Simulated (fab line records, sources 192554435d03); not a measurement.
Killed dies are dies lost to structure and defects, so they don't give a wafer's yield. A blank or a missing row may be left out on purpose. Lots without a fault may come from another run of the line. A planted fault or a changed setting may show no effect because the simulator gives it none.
Split-lot experiment | flow n5_finfet | 7 lots, 21 wafers read, on a route of 1938 steps

THE SPLIT
At N5_BEOL_M9_TRENCH_ETCH_37 (etches SiCOH lowk in C4F6/O2, target depth 151.43 nm, time 49 s), the setting time_s was moved away from the recipe's 49 s on 8 of the 21 wafers read, by -16.1% to +18.2%. The other wafers ran this setting at the recipe's value.

FROM THE SPLIT TO THE READING: what the file shows between them, 11 steps
- N5_BEOL_M9_ETCH_41: etches SiCN in CH3F/O2, target depth 36.6 nm, time 70.1 s
- N5_BEOL_M9_STRIP_80: strips in N2/H2, time 10 s
- N5_BEOL_M9_OCD_MEAS_38
- N5_BEOL_M9_HM_STRIP_39: strips TiN in peroxide tin strip, target depth 25 nm, time 158 s
- N5_BEOL_M9_SRD_40: time 30 s
- N5_BEOL_M9_ECD_50: material Cu, target thk 318 nm
- N5_BEOL_M9_ANNEAL_51: time 90 s
- N5_BEOL_M9_CMP_52: polishes, stops on SiCOH lowk, t overpolish 7 s, target thk 140 nm
- N5_BEOL_M9_THK_MEAS_53: measures by xrf
- N5_BEOL_M9_PRE_CLEAN_55: time 15 s
- N5_BEOL_M9_DEP_56: deposits SiCN from 3MS/NH3, target thk 15 nm, time 26.5 s

THE READING
M9_RS, in ohm/sq, at N5_BEOL_M9_RS_MEAS_57 (measures by four-point-probe). Fault-free wafers of this fab line usually give 0.152 ohm/sq, standard deviation 0.0044 ohm/sq.

wafer  | tool, chamber at the split | time_s as run, s | against the recipe | M9_RS, ohm/sq | against lot-mates on the recipe
L076.1 | rie_diel-04, 1             | 49               | recipe             | 0.148         | -
L076.3 | rie_diel-04, 3             | 49               | recipe             | 0.150         | -
L076.6 | rie_diel-04, 2             | 49               | recipe             | 0.156         | -
L077.3 | rie_diel-04, 3             | 54               | +10.2%             | 0.133         | -0.023
L077.4 | rie_diel-04, 2             | 49               | recipe             | 0.156         | -
L077.6 | rie_diel-04, 1             | 54               | +10.2%             | 0.131         | -0.025
L078.2 | rie_diel-02, 2             | 49               | recipe             | 0.155         | -
L078.4 | rie_diel-02, 3             | 49               | recipe             | 0.150         | -
L078.5 | rie_diel-02, 1             | 49               | recipe             | 0.150         | -
L081.3 | rie_diel-02, 0             | 49               | recipe             | 0.151         | -
L081.4 | rie_diel-02, 1             | 45.7             | -6.7%              | 0.158         | +0.007
L081.6 | rie_diel-02, 3             | 45.7             | -6.7%              | 0.158         | +0.007
L091.2 | rie_diel-02, 3             | 53.33            | +8.8%              | 0.136         | -0.013
L091.3 | rie_diel-02, 0             | 53.33            | +8.8%              | 0.139         | -0.010
L091.6 | rie_diel-02, 1             | 49               | recipe             | 0.149         | -
L093.2 | rie_diel-02, 2             | 49               | recipe             | 0.160         | -
L093.4 | rie_diel-02, 1             | 49               | recipe             | 0.148         | -
L093.5 | rie_diel-02, 2             | 57.93            | +18.2%             | 0.129         | -0.025
L095.3 | rie_diel-06, 2             | 49               | recipe             | 0.153         | -
L095.4 | rie_diel-06, 0             | 41.12            | -16.1%             | 0.183         | +0.032
L095.5 | rie_diel-06, 2             | 49               | recipe             | 0.150         | -

THE FIT
A straight line over all 21 wafers: M9_RS changes by -0.00158 ohm/sq for each +1% of time_s; r = -0.94; the points scatter about the line by 0.004 ohm/sq.
The same after taking each lot's own level away (the mean of its wafers on the recipe; 21 wafers): -0.00167 ohm/sq for each +1%; r = -0.94; scatter 0.0042 ohm/sq.
On that fit, the largest move of time_s shifts the reading by 0.03 ohm/sq.
The lots' own levels span 0.1490 to 0.1560 ohm/sq, that is 1.6 times the standard deviation above.
So the lot-to-lot level changes the slope little: the two slopes agree.
Check: with one of the wafers moved furthest among these (+18.2%) left out of the fit, the line predicts -0.0334 ohm/sq for it against its lot-mates. It came out at -0.025 ohm/sq against them.

OTHER SPLITS ON THESE WAFERS
These wafers also went through other splits before the reading. Each is held against what the fit with the lots' levels taken away leaves over:
other split on the same wafers     | wafers away from the commonest value | r with M9_RS (lot level and that fit taken away)
N5_BEOL_M8_EXPOSE_08 dose_mj       | 5                                    | +0.15
N5_BEOL_M8_TRENCH_ETCH_37 source_w | 4                                    | +0.16

THE WHOLE CHAIN: every reading that the file lists as answering this split, in the file's order
step                      | what it does                                                       | reading                                                                          | change (the file's fit)                | r (the file's)
N5_BEOL_M9_TRENCH_ETCH_37 | etches SiCOH lowk in C4F6/O2, target depth 151.43 nm, time 49 s    | etch.depth_nm (the simulator's own value, which no gauge read)                   | +1.38 nm for each +1% of the setting   | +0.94
N5_BEOL_M9_TRENCH_ETCH_37 | etches SiCOH lowk in C4F6/O2, target depth 151.43 nm, time 49 s    | BEOL_M9.feature_depth_nm (the simulator's own value, which no gauge read)        | +1.38 nm for each +1% of the setting   | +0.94
N5_BEOL_M9_TRENCH_ETCH_37 | etches SiCOH lowk in C4F6/O2, target depth 151.43 nm, time 49 s    | TiN_of_BEOL_M9_HM_DEP_02.thk_nm (the simulator's own value, which no gauge read) | -0.0441 nm for each +1% of the setting | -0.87
N5_BEOL_M9_OCD_MEAS_38    |                                                                    | trench_depth_nm                                                                  | +1.39 nm for each +1% of the setting   | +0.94
N5_BEOL_M9_CMP_52         | polishes, stops on SiCOH lowk, t overpolish 7 s, target thk 140 nm | Cu_of_BEOL_M9_ECD_50.thk_nm (the simulator's own value, which no gauge read)     | +1.41 nm for each +1% of the setting   | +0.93
N5_BEOL_M9_THK_MEAS_53    | measures by xrf                                                    | M9_THK                                                                           | +1.43 for each +1% of the setting      | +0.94
N5_BEOL_M9_RS_MEAS_57     | measures by four-point-probe                                       | M9_RS                                                                            | -0.00167 for each +1% of the setting   | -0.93

THE FILE'S OWN FIT
M9_RS changes by -0.00167 ohm/sq for each +1% of time_s, r = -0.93.
